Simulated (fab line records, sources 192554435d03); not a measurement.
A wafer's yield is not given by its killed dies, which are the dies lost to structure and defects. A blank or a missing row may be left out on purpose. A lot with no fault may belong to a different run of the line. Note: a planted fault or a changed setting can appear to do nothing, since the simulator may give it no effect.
Lot-split experiment | flow n5-finfet | on a route of 1938 steps: 7 lots, 39 wafers read

== THE SPLIT ==
At N5_GATE_CUT_ALD_22 (deposits SiNx, target thk 16 nm, pulse time 1 s, ald cycles 320), the setting ald-cycles was moved away from the recipe's 320 on 15 of the 39 wafers read, by -52.8% to +56.6%. For the rest of the wafers, this setting stayed at what the recipe calls for.

The reading comes from the split's own step.

== THE READING ==
SiNx_of_GATE_CUT_ALD_22.thk-nm (the simulator's own value, which no gauge read), in nm, at N5_GATE_CUT_ALD_22 (deposits SiNx, target thk 16 nm, pulse time 1 s, ald cycles 320). The file does not state a usual value for it. The 24 wafers here that ran the recipe average 16.0 nm, standard deviation 0.12 nm.

wafer  | tool, chamber at the split | ald-cycles as run | against the recipe | SiNx_of_GATE_CUT_ALD_22.thk-nm, nm | against lot-mates on the recipe
L076.1 | ald-sin-04, 3,1            | 320               | recipe             | 16.2                               | -
L076.2 | ald-sin-04, 3,1            | 320               | recipe             | 16.2                               | -
L076.3 | ald-sin-04, 2              | 320               | recipe             | 16                                 | -
L076.4 | ald-sin-04, 0,2,1          | 426               | +33.1%             | 21.4                               | +5.3
L076.5 | ald-sin-04, 0,2,1          | 426               | +33.1%             | 21.4                               | +5.3
L076.6 | ald-sin-04, 0,2,1          | 426               | +33.1%             | 21.4                               | +5.3
L078.1 | ald-sin-02, 0,3,2          | 320               | recipe             | 16                                 | -
L078.2 | ald-sin-02, 0,3,2          | 320               | recipe             | 16                                 | -
L078.4 | ald-sin-02, 0,3,2          | 320               | recipe             | 16                                 | -
L078.3 | ald-sin-02, 1,2,3          | 151               | -52.8%             | 7.6                                | -8.4
L078.5 | ald-sin-02, 1,2,3          | 151               | -52.8%             | 7.6                                | -8.4
L078.6 | ald-sin-02, 1,2,3          | 151               | -52.8%             | 7.6                                | -8.4
L080.1 | ald-sin-02, 2,3,0,3,0      | 320               | recipe             | 15.8                               | -
L080.3 | ald-sin-02, 2,3,0,3,0      | 320               | recipe             | 15.8                               | -
L080.4 | ald-sin-02, 2,3,0,3,0      | 320               | recipe             | 15.8                               | -
L080.5 | ald-sin-02, 2,3,0,3,0      | 320               | recipe             | 15.8                               | -
L080.6 | ald-sin-02, 2,3,0,3,0      | 320               | recipe             | 15.8                               | -
L080.2 | ald-sin-02, 1              | 320               | recipe             | 16                                 | -
L089.1 | ald-sin-01, 0,3,1          | 320               | recipe             | 16                                 | -
L089.2 | ald-sin-01, 0,3,1          | 320               | recipe             | 16                                 | -
L089.5 | ald-sin-01, 0,3,1          | 320               | recipe             | 16                                 | -
L089.3 | ald-sin-01, 2,1,0          | 501               | +56.6%             | 25                                 | +9.0
L089.4 | ald-sin-01, 2,1,0          | 501               | +56.6%             | 25                                 | +9.0
L089.6 | ald-sin-01, 2,1,0          | 501               | +56.6%             | 25                                 | +9.0
L091.3 | ald-sin-01, 3              | 320               | recipe             | 16                                 | -
L091.5 | ald-sin-01, 3              | 320               | recipe             | 16                                 | -
L091.4 | ald-sin-01, 2              | 320               | recipe             | 15.8                               | -
L093.1 | ald-sin-01, 2,0,1          | 320               | recipe             | 16                                 | -
L093.3 | ald-sin-01, 2,0,1          | 320               | recipe             | 16                                 | -
L093.6 | ald-sin-01, 2,0,1          | 320               | recipe             | 16                                 | -
L093.2 | ald-sin-01, 3,1,0          | 400               | +25.0%             | 20                                 | +4.0
L093.4 | ald-sin-01, 3,1,0          | 400               | +25.0%             | 20                                 | +4.0
L093.5 | ald-sin-01, 3,1,0          | 400               | +25.0%             | 20                                 | +4.0
L095.1 | ald-sin-02, 2,3,2          | 426               | +33.1%             | 21.2                               | +5.3
L095.4 | ald-sin-02, 2,3,2          | 426               | +33.1%             | 21.2                               | +5.3
L095.6 | ald-sin-02, 2,3,2          | 426               | +33.1%             | 21.2                               | +5.3
L095.2 | ald-sin-02, 0              | 320               | recipe             | 15.8                               | -
L095.3 | ald-sin-02, 1,3            | 320               | recipe             | 16                                 | -
L095.5 | ald-sin-02, 1,3            | 320               | recipe             | 16                                 | -
Where a row lists several chambers, the file gives one row for several wafers and doesn't say which wafer went through which chamber.

THE FIT
A straight line over all 39 wafers: SiNx_of_GATE_CUT_ALD_22.thk-nm changes by +0.16 nm for each +1% of ald-cycles; r = +1.00; the points scatter about the line by 0.1 nm.
The same after taking each lot's own level away (the mean of its wafers on the recipe; 39 wafers): +0.159 nm for each +1%; r = +1.00; scatter 0.056 nm.
The reading moves by 9 nm for the largest change in ald-cycles, on that fit.
The span of the lots' own levels, 15.83 to 16.13 nm, comes to 2.6 times the standard deviation stated above.
The two slopes agree, so the slope changes little with the lot-to-lot level.
Check: with one of the wafers moved furthest among these (+56.6%) left out of the fit, the line predicts +9 nm for it against its lot-mates. It came out at +9 nm against them.

== THESE WAFERS: OTHER SPLITS ==
Note: prior to the reading, these wafers also went through further splits. Each is held against what the fit with the lots' levels taken away leaves over:
other split on the same wafers          | wafers away from the commonest value | r with SiNx_of_GATE_CUT_ALD_22.thk-nm (lot level and that fit taken away)
N5_ZERO_LAYER_DEVELOP_10 develop-time-s | 15                                   | -0.08
N5_FIN_SAQP_HM_DEP_72 target-thk-a      | 9                                    | +0.02
N5_DUMMY_GATE_CVD_03 target-thk-a       | 24                                   | -0.02

== FILE'S OWN FIT ==
SiNx_of_GATE_CUT_ALD_22.thk-nm changes by +0.159 nm for each +1% of ald-cycles, r = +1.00.
